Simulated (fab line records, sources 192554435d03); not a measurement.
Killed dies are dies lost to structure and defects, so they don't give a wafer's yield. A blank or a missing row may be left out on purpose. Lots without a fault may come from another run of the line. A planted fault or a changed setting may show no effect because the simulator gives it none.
fab line records | flow n5_finfet
record lots=5 wafers=15 last_day=15
route steps=1938 shown BEOL_M9@1469 BEOL_M10@1470
lots that met no fault: from a run of the same line without faults
start_h: hours from the record's first day to the start of the lot's first wafer shown | wait_h: hours since the lot's step before | " the same as in the row above | L1.1+2: a row that stands for several wafers | - no value, or no start given | * or withheld: withheld | < > ~ a bound
route shown NAME@n: a module of which the file shows steps, and the number in the route of the first | usual: mean/standard deviation of fault-free wafers | same: alike in all rows | chamber/n: place in a boat | sites: the reading at each site | _std_site: their standard deviation | _edge_site: outer sites' mean less inner sites' | radius_mm: how far each site lies from the wafer's centre | mask NAME#n: copy n | behind: the tool/chamber that last shaped the wafer | hold: why the lot was held/for how many hours/how that ended | device: the transistor (n, p or np) that didn't switch | end of line: the same wafers' tests at the end of the route | a step without rows: its recipe alone | killed: dies lost to structure and defects at the first sort, not the wafer's yield | map: a wafer's dies, x killed, . not, _ none there
set.NAME: the setting as run; set.NAME@STEP: as run at that earlier step | model.NAME: the simulator's own value behind a step, which no gauge read
lots at some steps of the route; a table a step, a row a wafer
services: from which hour (start_h, from the record's first day; less than 0 if before it) a tool's chamber was out of use, for how many hours, and why
## steps
# step N5_BEOL_M9_INSPECT_58
# recipe inspect_instrument=darkfield mode=post_dep
# usual raw_defect_count=73/22
# columns lot.wafer tool chamber start_h wait_h raw_defect_count
L074.3 defect_inspect-02 - 206.88 0.0 69
L074.4 " - " " 74
L074.6 " - " " 64
L078.2 defect_inspect-02 - 241.75 0.0 49
L078.5 " - " " 67
L078.6 " - " " 72
L079.1 defect_inspect-02 - 242.42 0.0 77
L079.5 " - " " 104
L079.6 " - " " 94
L083.1 defect_inspect-02 - 269.81 0.0 51
L083.4 " - " " 32
L083.5 " - " " 44
L088.3 defect_inspect-02 - 307.29 0.0 107
L088.4 " - " " 64
L088.6 " - " " 71
# step N5_BEOL_M10_ILD_DEP_00
# recipe material=SiCOH_lowk target_thk_a=3085.1 temp_c=300 precursor=DEMS/porogen pressure_torr=5 rf_w=500 time_s=58
# usual heater_power_w=301/32 showerhead_plenum_p_Torr=5.742/0.017 throttle_valve_pct=13.2/0.44
# columns lot.wafer tool chamber start_h wait_h heater_power_w showerhead_plenum_p_Torr since_wet_clean_h throttle_valve_pct
L074.3 pecvd-01 1 206.91 0.0 320 5.763 1817 13.3
L074.4 " 1 " " 325 5.758 - 13.4
L074.6 " 2 " " 268 5.746 - 13.7
L078.2 pecvd-04 1 241.78 0.0 295 5.702 1671 13.2
L078.5 " 1 " " 303 5.713 - 13.4
L078.6 " 0 " " 232 5.742 - 12.9
L079.1 pecvd-04 2 242.46 0.0 356 5.738 192 12.4
L079.5 " 1 " " 288 5.708 - 13.2
L079.6 " 0 " " 290 5.733 - 13.2
L083.1 pecvd-04 0 269.85 0.0 286 5.739 974 13.4
L083.4 " 0 " " 293 5.717 - 13.3
L083.5 " 2 " " 329 5.738 - 12.3
L088.3 pecvd-04 0 307.33 0.0 287 5.739 1011 13.3
L088.4 " 1 " " 270 5.714 - 13.4
L088.6 " 0 " " 301 5.727 - 13.4
# step N5_BEOL_M10_CURE_71
# recipe temp_c=385 time_s=240 ambient=He/Ar material=SiCOH_lowk
# usual lamp_power_pct=52.31/0.055 wafer_temp_C_max=386.7/0.58
# columns lot.wafer tool chamber start_h wait_h lamp_power_pct wafer_temp_C_max
L074.3 uv_cure-01 2 207.17 0.2 52.42 386.5
L074.4 " 2 " " 52.26 386.5
L074.6 " 2 " " 52.37 385.9
L078.2 uv_cure-03 1 242.19 0.4 52.36 387.1
L078.5 " 1 " " 52.37 387.1
L078.6 " 1 " " 52.31 387.0
L079.1 uv_cure-03 1 242.59 0.1 52.28 388.0
L079.5 " 1 " " 52.30 387.0
L079.6 " 1 " " 52.33 386.7
L083.1 uv_cure-02 0 269.93 0.0 52.28 387.6
L083.4 " 0 " " 52.37 387.2
L083.5 " 0 " " 52.22 387.3
L088.3 uv_cure-03 1 307.56 0.2 52.29 387.1
L088.4 " 1 " " 52.32 388.4
L088.6 " 1 " " 52.35 386.4
# step N5_BEOL_M10_THK_MEAS_01
# recipe reads=SiCOH_lowk_of_BEOL_M10_ILD_DEP_00
# usual M10_ILD_THK=268/3.9
# columns lot.wafer tool chamber start_h wait_h M10_ILD_THK[nm]
L074.3 film_metro-02 - 207.52 0.3 272
L074.4 " - " " 274
L074.6 " - " " 271
L078.2 film_metro-02 - 242.62 0.4 266
L078.5 " - " " 270
L078.6 " - " " 275
L079.1 film_metro-01 - 243.10 0.4 264
L079.5 " - " " 264
L079.6 " - " " 270
L083.1 film_metro-02 - 270.44 0.4 265
L083.4 " - " " 274
L083.5 " - " " 270
L088.3 film_metro-01 - 307.92 0.3 265
L088.4 " - " " 268
L088.6 " - " " 269
# step N5_BEOL_M10_PECVD_70
# recipe material=SiO2 target_thk_a=200 temp_c=400 precursor=TEOS/O2 pressure_torr=5.5 rf_w=450 teos_flow_sccm=53.8 gas=O2 flow_sccm=3000 time_s=22.7
# usual heater_power_w=710/64 showerhead_plenum_p_Torr=8.79/0.066 throttle_valve_pct=21.3/0.67
# columns lot.wafer tool chamber start_h wait_h heater_power_w showerhead_plenum_p_Torr since_wet_clean_h throttle_valve_pct
L074.3 pecvd-04 0 207.57 0.1 715 8.74 - 21.1
L074.4 " 1 " " 726 8.68 - 21.2
L074.6 " 0 " " 695 8.75 - 21.4
L078.2 pecvd-01 2 242.66 0.0 637 8.82 374 21.7
L078.5 " 0 " " 718 8.80 - 22.1
L078.6 " 1 " " 732 8.86 - 21.5
L079.1 pecvd-04 0 243.14 0.0 652 8.75 947 21.4
L079.5 " 2 " " 787 8.78 - 20.2
L079.6 " 1 " " 734 8.71 - 21.4
L083.1 pecvd-04 1 270.48 0.0 744 8.70 1699 21.4
L083.4 " 1 " " 741 8.68 - 21.4
L083.5 " 0 " " 633 8.73 - 21.5
L088.3 pecvd-03 1 307.95 0.0 693 8.81 1556 21.2
L088.4 " 1 " " 690 8.83 - 21.1
L088.6 " 0 " " 631 8.90 - 22.2
# step N5_BEOL_M10_HM_DEP_02
# recipe material=TiN target_thk_a=200 temp_c=25 chamber_pressure_pa=0.49996
# usual substrate_temp_c=25.00/0.1 throttle_valve_pct=29.3/0.83
# columns lot.wafer tool chamber start_h wait_h substrate_temp_c throttle_valve_pct
L074.3 pvd_sputter-01 - 208.44 0.9 25.09 28.9
L074.4 " - " " 24.91 29.1
L074.6 " - " " 25.02 28.9
L078.2 pvd_sputter-02 - 243.90 1.2 24.91 30.0
L078.5 " - " " 24.98 30.1
L078.6 " - " " 25.06 32.0
L079.1 pvd_sputter-02 - 244.00 0.8 24.98 30.0
L079.5 " - " " 24.86 28.7
L079.6 " - " " 25.03 30.0
L083.1 pvd_sputter-01 - 270.54 0.0 24.90 29.9
L083.4 " - " " 25.05 28.9
L083.5 " - " " 25.03 28.8
L088.3 pvd_sputter-03 - 309.36 1.4 24.85 29.1
L088.4 " - " " 25.03 28.6
L088.6 " - " " 24.96 28.9
# step N5_BEOL_M10_COAT_59
# recipe resist=SOC temp_c=250 time_s=60 spin_rpm=1500 resist_thk_nm=100
# columns lot.wafer tool chamber start_h wait_h
L074.3+4+6 litho_track-01 0 208.57 0.1
L078.2+5+6 litho_track-02 0 244.03 0.1
L079.1+5+6 litho_track-01 0 244.13 0.1
L083.1+4+5 litho_track-01 0 270.67 0.1
L088.3+4+6 litho_track-01 0 309.49 0.1
# step N5_BEOL_M10_COAT_60
# recipe resist=SiARC temp_c=220 time_s=60 spin_rpm=1500 resist_thk_nm=30
# columns lot.wafer tool chamber start_h wait_h
L074.3+4+6 litho_track-01 0 - -
L078.2+5+6 litho_track-02 0 - -
L079.1+5+6 litho_track-01 0 - -
L083.1+4+5 litho_track-01 0 - -
L088.3+4+6 litho_track-01 0 - -
# step N5_BEOL_M10_COAT_05
# recipe resist=CAR-ArF spin_rpm=1500 resist_thk_nm=90
# columns lot.wafer tool chamber start_h wait_h
L074.3+4+6 litho_track-01 0 - -
L078.2+5+6 litho_track-02 0 - -
L079.1+5+6 litho_track-01 0 - -
L083.1+4+5 litho_track-01 0 - -
L088.3+4+6 litho_track-01 0 - -
# step N5_BEOL_M10_EBR_07
# recipe solvent=PGMEA ebr_width_mm=1.5
# columns lot.wafer tool chamber start_h wait_h
L074.3+4+6 litho_track-01 0 - -
L078.2+5+6 litho_track-02 0 - -
L079.1+5+6 litho_track-01 0 - -
L083.1+4+5 litho_track-01 0 - -
L088.3+4+6 litho_track-01 0 - -
# step N5_BEOL_M10_SOFTBAKE_06
# recipe temp_c=110 time_s=60 resist=CAR-ArF
# columns lot.wafer tool chamber start_h wait_h
L074.3+4+6 litho_track-01 0 - -
L078.2+5+6 litho_track-02 0 - -
L079.1+5+6 litho_track-01 0 - -
L083.1+4+5 litho_track-01 0 - -
L088.3+4+6 litho_track-01 0 - -
# step N5_BEOL_M10_EXPOSE_08
# recipe mask_id=M10 na=1.35 source_shape=dipole sigma_inner=0.411 sigma_outer=0.611 polarization=te dose_mj=53.75
# columns lot.wafer tool chamber start_h wait_h mask
L074.3+4+6 arfi_scanner-03 0 208.70 - M10#0
L078.2+5+6 arfi_scanner-01 0 244.28 - M10#0
L079.1+5+6 arfi_scanner-02 0 244.43 - M10#0
L083.1+4+5 arfi_scanner-01 0 270.91 - M10#0
L088.3+4+6 arfi_scanner-02 0 309.74 - M10#0
# step N5_BEOL_M10_PEB_09
# recipe peb_temp_c=withheld peb_time_s=60 resist=CAR-ArF
# columns lot.wafer tool chamber start_h wait_h
L074.3+4+6 litho_track-02 0 208.75 0.0
L078.2+5+6 litho_track-02 0 244.33 0.0
L079.1+5+6 litho_track-04 0 244.49 0.1
L083.1+4+5 litho_track-01 0 270.97 0.1
L088.3+4+6 litho_track-02 0 309.79 0.0
# step N5_BEOL_M10_DEVELOP_10
# recipe develop_time_s=30 developer=TMAH resist=CAR-ArF rinse_liquid=diw dry=air_spin dev_temp_c=23
# same develop_time_s=30
# columns lot.wafer tool chamber start_h wait_h
L074.3+4+6 litho_track-02 0 - -
L078.2+5+6 litho_track-02 0 - -
L079.1+5+6 litho_track-04 0 - -
L083.1+4+5 litho_track-01 0 - -
L088.3+4+6 litho_track-02 0 - -
# step N5_BEOL_M10_CD_MEAS_11
# recipe target_cd_nm=64.1 landing_energy_ev=500 detector=se_inlens polarity=opening
# usual cd_nm=64.1/0.73
# columns lot.wafer tool chamber start_h wait_h cd_nm
L074.3 cd_sem-01 0 208.82 - 64.2
L074.4 " 0 " " 62.8
L074.6 " 0 " " 63.8
L078.2 cd_sem-01 0 244.40 - 64.9
L078.5 " 0 " " 64.6
L078.6 " 0 " " 63.6
L079.1 cd_sem-02 0 244.56 - 64.6
L079.5 " 0 " " 65.2
L079.6 " 0 " " 65.3
L083.1 cd_sem-03 0 271.04 - 62.6
L083.4 " 0 " " 63.1
L083.5 " 0 " " 63.3
L088.3 cd_sem-02 0 309.86 - 65.1
L088.4 " 0 " " 65.4
L088.6 " 0 " " 64.3
# step N5_BEOL_M10_OVL_MEAS_12
# recipe points_per_wafer=44
# usual M10_OVL=0.5/0.95
# same points_per_wafer=44
# columns lot.wafer tool chamber start_h wait_h M10_OVL[nm]
L074.3 overlay-01 0 208.85 0.0 0.4
L074.4 " 0 " " 0.7
L074.6 " 0 " " 0.7
L078.2 overlay-02 0 244.43 0.0 0.9
L078.5 " 0 " " -1.0
L078.6 " 0 " " 0.3
L079.1 overlay-02 0 244.59 0.0 -0.5
L079.5 " 0 " " 0.4
L079.6 " 0 " " 0.7
L083.1 overlay-02 0 271.07 0.0 1.8
L083.4 " 0 " " -0.1
L083.5 " 0 " " 1.2
L088.3 overlay-01 0 309.89 0.0 -1.1
L088.4 " 0 " " 0.8
L088.6 " 0 " " -0.3
# step N5_BEOL_M10_INSPECT_13
# recipe mode=adi inspect_instrument=brightfield
# usual raw_defect_count=401/92
# columns lot.wafer tool chamber start_h wait_h raw_defect_count
L074.3 defect_inspect-02 - 208.87 0.0 454
L074.4 " - " " 414
L074.6 " - " " 347
L078.2 defect_inspect-02 - 244.45 0.0 328
L078.5 " - " " 384
L078.6 " - " " 386
L079.1 defect_inspect-01 - 244.61 0.0 466
L079.5 " - " " 479
L079.6 " - " " 427
L083.1 defect_inspect-02 - 271.09 0.0 374
L083.4 " - " " 364
L083.5 " - " " 415
L088.3 defect_inspect-02 - 309.91 0.0 413
L088.4 " - " " 421
L088.6 " - " " 521
# step N5_BEOL_M10_DESCUM_16
# recipe chemistry=O2 time_s=7.9 source_power_w=50 bias_power_w=20 pressure_mtorr=20 rf_frequency_hz=2.712e+07 temp_c=40 resist=CAR-ArF o2_flow_sccm=225
# usual bias_power_w=19.99/0.058 drypump_motor_current_A=5.6/0.43 oes_product_au=0.80/0.072 rf_vpp_V=243.3/1.2 showerhead_plenum_p_Torr=2.09/0.058 throttle_valve_pct=20.21/0.22
# columns lot.wafer tool chamber start_h wait_h bias_power_w drypump_motor_current_A oes_product_au rf_hours_counter_h rf_vpp_V showerhead_plenum_p_Torr throttle_valve_pct
L074.3 rie_diel-01 2 208.90 0.0 19.99 5.6 0.90 37 244.3 2.13 20.33
L074.4 " 3 " " 19.95 4.8 0.77 106 242.2 2.07 19.76
L074.6 " 1 " " 20.00 5.5 0.90 - 243.8 2.15 19.99
L078.2 rie_diel-01 1 244.49 0.0 19.94 5.5 0.88 33 244.6 2.15 20.01
L078.5 " 0 " " 20.07 5.7 0.72 - 244.1 2.16 20.27
L078.6 " 3 " " 19.98 4.8 0.75 - 242.8 2.06 19.79
L079.1 rie_diel-02 0 244.85 0.2 19.96 6.2 0.87 39 241.4 2.01 20.35
L079.5 " 0 " " 19.95 6.2 0.87 - 242.5 2.01 20.36
L079.6 " 3 " " 19.96 6.1 0.70 - 243.6 2.06 20.55
L083.1 rie_diel-02 1 272.68 1.6 20.05 5.4 0.78 108 240.9 2.03 20.01
L083.4 " 3 " " 19.96 6.1 0.70 229 243.2 2.06 20.58
L083.5 " 0 " " 20.05 6.2 0.85 - 242.7 2.01 20.38
L088.3 rie_diel-04 2 309.95 0.0 19.98 5.0 0.79 94 243.9 2.12 20.20
L088.4 " 3 " " 20.03 5.6 0.92 23 245.1 2.14 20.34
L088.6 " 1 " " 19.92 5.2 0.83 - 246.5 2.22 20.26
# step N5_BEOL_M10_ETCH_61
# recipe chemistry=CF4 target=SiARC target_depth_a=390 mask_material=CAR-ArF time_s=65 ion_energy_ev=80 pressure_mtorr=40 source_w=545 bias_w=36 Ar_flow_sccm=100 cf4_flow_sccm=100 ends=cleared
# usual bias_w=35.99/0.11 cf4_flow_sccm=100.0/0.31 drypump_motor_current_A=5.6/0.43 etch_rf_on_time_s=65.1/2.5 oes_product_au=0.69/0.066 rf_vpp_V=184.2/0.99 showerhead_plenum_p_Torr=2.15/0.052 throttle_valve_pct=15.44/0.24
# columns lot.wafer tool chamber start_h wait_h bias_w cf4_flow_sccm drypump_motor_current_A etch_rf_on_time_s oes_product_au rf_hours_counter_h rf_vpp_V showerhead_plenum_p_Torr throttle_valve_pct
L074.3 rie_diel-01 2 208.94 0.0 35.94 100.6 5.6 63.4 0.75 37 185.3 2.18 15.46
L074.4 " 3 " " 35.85 99.9 4.8 65.4 0.66 106 183.9 2.15 15.17
L074.6 " 1 " " 36.14 100.0 5.5 67.0 0.75 - 184.1 2.18 15.08
L078.2 rie_diel-01 1 244.52 0.0 36.10 99.6 5.5 67.2 0.73 33 184.9 2.18 15.09
L078.5 " 0 " " 36.04 99.8 5.6 66.2 0.60 - 184.3 2.22 15.64
L078.6 " 3 " " 35.89 99.5 4.8 65.0 0.65 - 184.8 2.14 15.19
L079.1 rie_diel-02 0 244.89 0.0 35.79 100.2 6.2 61.6 0.77 39 183.1 2.09 15.74
L079.5 " 0 " " 35.84 100.3 6.2 62.1 0.77 - 181.9 2.09 15.72
L079.6 " 3 " " 35.76 99.3 6.1 68.4 0.58 - 182.2 2.11 15.83
L083.1 rie_diel-02 1 272.71 0.0 36.06 99.9 5.4 65.1 0.67 108 183.2 2.06 15.19
L083.4 " 3 " " 36.25 99.9 6.1 68.4 0.57 229 183.7 2.11 15.86
L083.5 " 0 " " 35.90 100.2 6.2 62.3 0.74 - 183.5 2.09 15.76
L088.3 rie_diel-04 2 309.98 0.0 36.12 99.5 4.9 65.5 0.67 94 184.6 2.15 15.27
L088.4 " 3 " " 35.94 100.2 5.6 59.1 0.82 23 185.0 2.20 15.47
L088.6 " 1 " " 36.05 99.8 5.1 64.4 0.73 - 186.2 2.27 15.48
# step N5_BEOL_M10_ETCH_62
# recipe chemistry=N2/H2 target=SOC target_depth_a=1100 overetch_a=220 mask_material=SiARC temp_c=40 time_s=165 ion_energy_ev=200 pressure_mtorr=30 source_w=840 bias_w=150 n2_flow_sccm=200 h2_flow_sccm=200
# usual bias_w=150.0/0.49 drypump_motor_current_A=5.6/0.43 oes_product_au=0.68/0.057 rf_vpp_V=524.0/1.9 showerhead_plenum_p_Torr=2.55/0.068 throttle_valve_pct=17.65/0.18
# columns lot.wafer tool chamber start_h wait_h bias_w drypump_motor_current_A oes_product_au rf_hours_counter_h rf_vpp_V showerhead_plenum_p_Torr throttle_valve_pct
L074.3 rie_diel-01 2 208.99 0.0 150.0 5.6 0.74 37 526.6 2.59 17.67
L074.4 " 3 " " 149.9 4.8 0.66 106 523.9 2.56 17.55
L074.6 " 1 " " 150.3 5.5 0.77 - 524.2 2.58 17.29
L078.2 rie_diel-01 1 244.57 0.0 149.8 5.6 0.74 33 523.5 2.58 17.30
L078.5 " 0 " " 149.9 5.7 0.61 - 525.5 2.63 17.71
L078.6 " 3 " " 150.4 4.8 0.65 - 525.8 2.56 17.57
L079.1 rie_diel-02 0 244.94 0.0 150.1 6.2 0.73 39 522.6 2.46 17.84
L079.5 " 0 " " 149.6 6.3 0.74 - 522.7 2.46 17.86
L079.6 " 3 " " 149.5 6.1 0.59 - 522.8 2.49 17.91
L083.1 rie_diel-02 1 272.76 0.0 150.1 5.4 0.65 109 522.8 2.45 17.51
L083.4 " 3 " " 149.3 6.1 0.58 229 521.0 2.48 17.93
L083.5 " 0 " " 150.3 6.2 0.73 - 521.4 2.46 17.86
L088.3 rie_diel-04 2 310.03 0.0 150.2 5.0 0.67 94 524.6 2.58 17.79
L088.4 " 3 " " 150.0 5.6 0.77 23 525.2 2.60 17.69
L088.6 " 1 " " 150.0 5.2 0.72 - 527.1 2.72 17.73
# step N5_BEOL_M10_STRIP_68
# recipe chemistry=N2/H2 temp_c=40 n2_flow_sccm=200 h2_flow_sccm=200 rf_frequency_hz=6e+07
# columns lot.wafer tool chamber start_h wait_h
L074.3+4+6 rie_diel-01 2,3,1 209.12 0.1
L078.2+5+6 rie_diel-01 1,0,3 244.71 0.1
L079.1+5+6 rie_diel-02 0,0,3 245.07 0.1
L083.1+4+5 rie_diel-02 1,3,0 272.90 0.1
L088.3+4+6 rie_diel-04 2,3,1 310.17 0.1
# step N5_BEOL_M10_STRIP_67
# recipe chemistry=CF4 resist=SiARC power_w=300 bias_power_w=75 pressure_mtorr=50 cf4_flow_sccm=150 rf_frequency_hz=6e+07
# usual bias_power_w=74.99/0.24 cf4_flow_sccm=150.0/0.43 drypump_motor_current_A=5.6/0.43 oes_product_au=0.80/0.068 power_w=300.0/0.99 rf_vpp_V=271.3/1.2 showerhead_plenum_p_Torr=1.80/0.041 throttle_valve_pct=13.40/0.25
# columns lot.wafer tool chamber start_h wait_h bias_power_w cf4_flow_sccm drypump_motor_current_A oes_product_au power_w rf_hours_counter_h rf_vpp_V showerhead_plenum_p_Torr throttle_valve_pct
L074.3 rie_diel-01 2 209.13 0.0 75.26 150.0 5.6 0.87 298.9 37 270.6 1.82 13.34
L074.4 " 3 " " 75.09 150.2 4.8 0.78 300.6 106 271.9 1.79 13.12
L074.6 " 1 " " 75.23 150.1 5.5 0.90 300.1 - 271.3 1.82 13.03
L078.2 rie_diel-01 1 244.72 0.0 75.28 149.2 5.5 0.87 297.6 33 272.6 1.82 13.05
L078.5 " 0 " " 75.09 150.8 5.7 0.71 299.4 - 271.2 1.86 13.65
L078.6 " 3 " " 74.94 150.2 4.8 0.77 300.4 - 270.4 1.79 13.15
L079.1 rie_diel-02 0 245.08 0.0 75.17 150.3 6.2 0.88 300.6 39 270.0 1.76 13.71
L079.5 " 0 " " 74.98 149.9 6.2 0.87 301.9 - 272.1 1.76 13.72
L079.6 " 3 " " 75.06 149.9 6.1 0.70 301.7 - 270.5 1.75 13.78
L083.1 rie_diel-02 1 272.91 0.0 74.87 150.1 5.4 0.78 299.2 109 270.4 1.73 13.19
L083.4 " 3 " " 75.17 149.6 6.1 0.69 298.6 229 270.5 1.75 13.80
L083.5 " 0 " " 74.68 148.8 6.2 0.86 298.6 - 269.5 1.76 13.76
L088.3 rie_diel-04 2 310.18 0.0 75.08 149.8 4.9 0.79 300.0 94 272.4 1.79 13.20
L088.4 " 3 " " 75.14 149.4 5.6 0.91 300.7 23 272.2 1.82 13.34
L088.6 " 1 " " 74.66 150.2 5.2 0.84 299.9 - 273.4 1.90 13.42
# step N5_BEOL_M10_HM_OPEN_17
# recipe chemistry=Cl2/BCl3 target_depth_a=200 overetch_a=60 target=TiN mask_material=SOC ion_energy_ev=150 pressure_mtorr=10 icp_w=1000 bias_w=126 Cl2_flow_sccm=53.25 bcl3_flow_sccm=21.75 Ar_flow_sccm=25
# usual bcl3_flow_sccm=21.76/0.058 bias_w=126.0/0.38 drypump_motor_current_A=5.4/0.35 oes_product_au=0.63/0.076 throttle_valve_pct=22.21/0.26
# columns lot.wafer tool chamber start_h wait_h bcl3_flow_sccm bias_w drypump_motor_current_A oes_product_au rf_hours_counter_h throttle_valve_pct
L074.3 rie_metal-02 1 209.21 0.1 21.81 125.9 5.0 0.70 - 22.39
L074.4 " 0 " " 21.68 125.6 5.4 0.57 - 22.15
L074.6 " 1 " " 21.76 126.0 5.0 0.70 - 22.39
L078.2 rie_metal-02 1 244.76 0.0 21.79 125.8 4.9 0.69 30 22.38
L078.5 " 1 " " 21.73 126.6 5.0 0.69 - 22.38
L078.6 " 0 " " 21.80 126.3 5.3 0.56 - 22.17
L079.1 rie_metal-01 0 245.13 0.0 21.81 126.2 5.9 0.56 92 22.47
L079.5 " 0 " " 21.86 125.8 5.8 0.56 - 22.47
L079.6 " 1 " " 21.80 125.5 5.3 0.69 - 21.98
L083.1 rie_metal-01 1 272.95 0.0 21.73 126.7 5.3 0.68 32 21.99
L083.4 " 0 " " 21.70 126.3 5.9 0.56 - 22.46
L083.5 " 1 " " 21.78 126.0 5.3 0.68 - 21.99
L088.3 rie_metal-02 1 310.25 0.1 21.72 125.8 4.9 0.67 - 22.41
L088.4 " 0 " " 21.73 125.5 5.3 0.55 - 22.20
L088.6 " 1 " " 21.73 126.5 5.0 0.68 - 22.40
# step N5_BEOL_M10_STRIP_19
# recipe chemistry=O2 power_w=400 temp_c=40 pressure_mtorr=30 rf_frequency_hz=6e+07 bias_power_w=0 overash_fraction=0.2 o2_flow_sccm=225
# usual drypump_motor_current_A=5.6/0.45 oes_product_au=0.80/0.069 rf_vpp_V=3.6/0.56 showerhead_plenum_p_Torr=2.09/0.06 throttle_valve_pct=16.49/0.23
# same bias_power_w=0
# columns lot.wafer tool chamber start_h wait_h drypump_motor_current_A oes_product_au rf_hours_counter_h rf_vpp_V showerhead_plenum_p_Torr throttle_valve_pct
L074.3 rie_diel-02 1 209.33 0.1 5.4 0.80 88 4.4 2.04 16.28
L074.4 " 3 " " 6.1 0.71 207 2.8 2.07 16.83
L074.6 " 2 " " 6.2 0.85 - 3.1 2.05 16.20
L078.2 rie_diel-04 3 245.04 0.3 5.6 0.93 14 3.7 2.15 16.52
L078.5 " 1 " " 5.2 0.87 - 4.2 2.23 16.48
L078.6 " 0 " " 5.9 0.90 - 2.9 2.05 16.59
L079.1 rie_diel-02 0 245.33 0.2 6.2 0.88 39 3.2 2.01 16.63
L079.5 " 3 " " 6.1 0.71 - 3.8 2.06 16.88
L079.6 " 2 " " 6.2 0.84 - 3.5 2.05 16.17
L083.1 rie_diel-01 3 273.17 0.2 4.8 0.74 130 3.7 2.06 16.09
L083.4 " 2 " " 5.6 0.86 62 3.6 2.12 16.58
L083.5 " 1 " " 5.5 0.85 - 4.5 2.15 16.27
L088.3 rie_diel-02 3 310.33 0.1 6.1 0.69 242 3.6 2.06 16.92
L088.4 " 1 " " 5.4 0.76 122 4.0 2.03 16.34
L088.6 " 0 " " 6.2 0.85 - 3.8 2.00 16.67
# step N5_BEOL_M10_CD_MEAS_18
# recipe pitch_nm=140 target_cd_nm=70
# usual cd_nm=70.0/0.91
# columns lot.wafer tool chamber start_h wait_h cd_nm
L074.3 cd_sem-02 - 209.41 0.1 70.2
L074.4 " - " " 69.5
L074.6 " - " " 70.2
L078.2 cd_sem-02 - 245.11 0.1 70.6
L078.5 " - " " 70.3
L078.6 " - " " 70.0
L079.1 cd_sem-01 - 245.40 0.0 70.8
L079.5 " - " " 71.3
L079.6 " - " " 70.9
L083.1 cd_sem-03 - 273.24 0.0 67.8
L083.4 " - " " 69.2
L083.5 " - " " 69.1
L088.3 cd_sem-03 - 310.40 0.1 71.9
L088.4 " - " " 72.1
L088.6 " - " " 71.6
# step N5_BEOL_M10_COAT_63
# recipe resist=SOC temp_c=250 time_s=60 spin_rpm=1500 resist_thk_nm=100
# columns lot.wafer tool chamber start_h wait_h
L074.3+4+6 litho_track-02 0 210.53 1.1
L078.2+5+6 litho_track-04 0 245.61 0.5
L079.1+5+6 litho_track-01 0 245.62 0.2
L083.1+4+5 litho_track-01 0 273.28 0.0
L088.3+4+6 litho_track-04 0 310.56 0.2
# step N5_BEOL_M10_COAT_64
# recipe resist=SiARC temp_c=220 time_s=60 spin_rpm=1500 resist_thk_nm=30
# columns lot.wafer tool chamber start_h wait_h
L074.3+4+6 litho_track-02 0 - -
L078.2+5+6 litho_track-04 0 - -
L079.1+5+6 litho_track-01 0 - -
L083.1+4+5 litho_track-01 0 - -
L088.3+4+6 litho_track-04 0 - -
# step N5_BEOL_M10_COAT_22
# recipe resist=CAR-ArF spin_rpm=1500 resist_thk_nm=90
# columns lot.wafer tool chamber start_h wait_h
L074.3+4+6 litho_track-02 0 - -
L078.2+5+6 litho_track-04 0 - -
L079.1+5+6 litho_track-01 0 - -
L083.1+4+5 litho_track-01 0 - -
L088.3+4+6 litho_track-04 0 - -
# step N5_BEOL_M10_EBR_24
# recipe solvent=PGMEA ebr_width_mm=1.5
# columns lot.wafer tool chamber start_h wait_h
L074.3+4+6 litho_track-02 0 - -
L078.2+5+6 litho_track-04 0 - -
L079.1+5+6 litho_track-01 0 - -
L083.1+4+5 litho_track-01 0 - -
L088.3+4+6 litho_track-04 0 - -
# step N5_BEOL_M10_SOFTBAKE_23
# recipe temp_c=110 time_s=60 resist=CAR-ArF
# columns lot.wafer tool chamber start_h wait_h
L074.3+4+6 litho_track-02 0 - -
L078.2+5+6 litho_track-04 0 - -
L079.1+5+6 litho_track-01 0 - -
L083.1+4+5 litho_track-01 0 - -
L088.3+4+6 litho_track-04 0 - -
# step N5_BEOL_M10_EXPOSE_25
# recipe mask_id=V9 na=1.35 source_shape=annular sigma_inner=0.5 sigma_outer=0.8 polarization=unpolarized dose_mj=85.5
# columns lot.wafer tool chamber start_h wait_h mask
L074.3+4+6 arfi_scanner-02 0 210.66 - V9#0
L078.2+5+6 arfi_scanner-02 0 245.74 - V9#0
L079.1+5+6 arfi_scanner-03 0 245.90 - V9#0
L083.1+4+5 arfi_scanner-03 0 273.52 - V9#0
L088.3+4+6 arfi_scanner-01 0 310.69 - V9#0
# step N5_BEOL_M10_PEB_26
# recipe peb_temp_c=withheld peb_time_s=60 resist=CAR-ArF
# columns lot.wafer tool chamber start_h wait_h
L074.3+4+6 litho_track-04 0 210.71 0.0
L078.2+5+6 litho_track-01 0 245.80 0.1
L079.1+5+6 litho_track-01 0 245.96 0.1
L083.1+4+5 litho_track-02 0 273.59 0.1
L088.3+4+6 litho_track-02 0 310.74 0.0
## services
# columns tool chamber start_h hours kind
pecvd-04 - 190.11 0.7 repair
arfi_scanner-03 - 192.12 1.3 pm
arfi_scanner-01 - 192.15 17.3 pm
pecvd-04 2 206.38 3.8 repair
arfi_scanner-02 - 206.50 1.3 pm
rie_diel-02 2 220.06 5.1 repair
arfi_scanner-02 - 223.82 2.7 repair
arfi_scanner-01 - 224.55 1.0 pm
arfi_scanner-01 - 232.02 1.3 pm
arfi_scanner-01 - 235.56 2.1 repair
rie_diel-02 - 236.00 4.0 repair
arfi_scanner-02 - 250.65 1.1 repair
arfi_scanner-03 - 260.03 1.9 repair
rie_diel-04 - 260.98 14.6 pm
arfi_scanner-02 - 266.23 0.8 pm
arfi_scanner-02 - 271.60 4.9 pm
arfi_scanner-03 - 275.89 3.0 repair
rie_diel-04 3 277.80 22.7 repair
rie_diel-04 - 278.13 2.0 repair
arfi_scanner-02 - 278.20 1.7 repair
arfi_scanner-03 - 284.50 3.1 pm
arfi_scanner-03 - 287.62 1.0 pm
arfi_scanner-03 - 294.30 0.8 pm
pecvd-04 - 308.81 2.8 pm
## key
fault none
